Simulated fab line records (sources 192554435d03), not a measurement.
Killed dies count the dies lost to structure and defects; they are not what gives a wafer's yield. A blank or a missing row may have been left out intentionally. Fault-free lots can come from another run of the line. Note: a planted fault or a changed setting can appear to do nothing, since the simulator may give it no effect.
Chamber matching    flow n5Finfet    rieDiel-04 running N5_BEOL_M6_STRIP_36: 4 sister chambers
The step strips in N2/H2. 4 wafers are shown with their chamber, then 10 later ones without.

## WAFERS WITH THEIR CHAMBER
wafer   chamber  showerheadPlenumPTorr (Torr)
L086.5  3        2.59
L089.6  0        2.49
L088.1  1        2.69
L088.3  2        2.43

## WAFERS WHOSE CHAMBER IS MISSING
wafer   showerheadPlenumPTorr (Torr)
L088.6  2.49
L094.1  2.69
L094.3  2.48
L094.5  2.42
L095.3  2.68
L095.4  2.68
L095.5  2.58
L096.3  2.59
L096.5  2.59
L096.6  2.48

## THE CHAMBER EACH PASSED THROUGH
wafer   from the rows above  in truth
L088.6  0                    0
L094.1  1                    1
L094.3  0                    0
L094.5  2                    2
L095.3  1                    1
L095.4  1                    1
L095.5  3                    3
L096.3  3                    3
L096.5  3                    3
L096.6  0                    0
Placed correctly: 10 of 10. Left unplaced by these rows: 0. Wrongly placed: 0.
How it was worked out, from the rows above alone: a wafer's distance from a chamber is the root of the sum, over the readings, of the square of ((its reading less the chamber's mean) divided by the reading's scatter). If the next closest chamber is less than 2 further off than the closest, the wafer can't be placed; otherwise it belongs to the closest. The mean given for a chamber averages the wafers shown for that chamber. The scatter (one wafer shown for each chamber): square how far every hidden wafer sits from the nearest shown wafer, average those squares and take the square root.
